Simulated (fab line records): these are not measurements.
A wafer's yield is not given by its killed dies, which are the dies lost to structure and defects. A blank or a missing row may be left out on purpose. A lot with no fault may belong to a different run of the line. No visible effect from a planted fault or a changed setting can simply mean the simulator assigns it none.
Matching of chambers    flow nandHarc    NHARC_A_STAIRCASE_TRIM_196 on rieDiel-04: 4 sister chambers
The step chemistry O2, time 211.2 s. 8 wafers are shown with their chamber, then 12 later ones without.

WAFERS WITH THEIR CHAMBER
wafer   chamber  drypumpMotorCurrentA (A)  showerheadPlenumPTorr (Torr)
L079.5  2        5.2                       3.54
L080.1  2        5.2                       3.53
L088.1  1        5.5                       3.44
L088.3  3        5.4                       3.33
L088.4  0        6.0                       3.54
L090.2  0        6.0                       3.54
L090.4  3        5.4                       3.32
L090.5  1        5.6                       3.44

WAFERS WITHOUT THEIR CHAMBER
wafer   drypumpMotorCurrentA (A)  showerheadPlenumPTorr (Torr)
L090.1  5.6                       3.44
L090.3  5.2                       3.52
L090.6  6.0                       3.54
L093.2  5.5                       3.43
L093.4  5.2                       3.51
L093.5  5.2                       3.51
L093.1  6.0                       3.54
L093.3  5.4                       3.32
L093.6  5.5                       3.43
L095.2  5.5                       3.43
L095.3  5.4                       3.32
L095.4  5.1                       3.51

THE CHAMBER EACH PASSED THROUGH
wafer   from the rows above  in truth
L090.1  1                    1
L090.3  2                    2
L090.6  0                    0
L093.2  1                    1
L093.4  2                    2
L093.5  2                    2
L093.1  0                    0
L093.3  3                    3
L093.6  1                    1
L095.2  1                    1
L095.3  3                    3
L095.4  2                    2
Correctly placed: 12 of 12. Left unplaced by these rows: 0. Number placed wrongly: 0.
How it was worked out, from the rows above alone: a wafer's distance from a chamber is the root of the sum, over the readings, of the square of ((its reading less the chamber's mean) divided by the reading's scatter). If the next closest chamber is less than 2 further off than the closest, the wafer can't be placed; otherwise it belongs to the closest. A chamber's mean is the mean of its shown wafers. The scatter: take each reading less its chamber's mean, square it, sum over the shown wafers, divide by the number of wafers less the number of chambers, and take the root.
